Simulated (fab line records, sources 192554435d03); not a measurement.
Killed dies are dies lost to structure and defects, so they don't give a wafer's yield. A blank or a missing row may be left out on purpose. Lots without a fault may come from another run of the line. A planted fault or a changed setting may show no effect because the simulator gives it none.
Chamber matching | flow n5_finfet | N5_FIN_SAQP_HM_DEP_03 on pecvd-03: 3 sister chambers
The step deposits SiNx from SiH4/NH3/N2, target thk 38 nm, time 33.6 s. 3 wafers are shown with their chamber, then 10 later ones without.

WAFERS WITH THEIR CHAMBER
wafer  | chamber | showerhead_plenum_p_Torr (Torr)
L085.5 | 0       | 5.07
L092.4 | 2       | 4.97
L092.5 | 1       | 5.13

WAFERS WITHOUT THEIR CHAMBER
wafer  | showerhead_plenum_p_Torr (Torr)
L092.6 | 5.06
L094.1 | 4.94
L094.2 | 5.06
L094.3 | 5.13
L095.1 | 4.95
L095.3 | 5.07
L095.5 | 4.96
L096.1 | 4.97
L096.5 | 5.08
L096.6 | 4.95

WHICH CHAMBER EACH WENT THROUGH
wafer  | from the rows above | in truth
L092.6 | 0                   | 0
L094.1 | 2                   | 2
L094.2 | 0                   | 0
L094.3 | 1                   | 1
L095.1 | 2                   | 2
L095.3 | 0                   | 0
L095.5 | 2                   | 2
L096.1 | 2                   | 2
L096.5 | 0                   | 0
L096.6 | 2                   | 2
Placed correctly: 10 of 10. Can't be placed from these rows: 0. Placed wrongly: 0.
How it was worked out, from the rows above alone: a wafer's distance from a chamber is the root of the sum, over the readings, of the square of ((its reading less the chamber's mean) divided by the reading's scatter). The wafer belongs to the nearest chamber; if the next one is less than 2 further off, it can't be placed. A chamber's mean is the mean of its shown wafers. The scatter: with one shown wafer a chamber, the root of the mean of the squares of how far each hidden wafer lies from its nearest shown one.
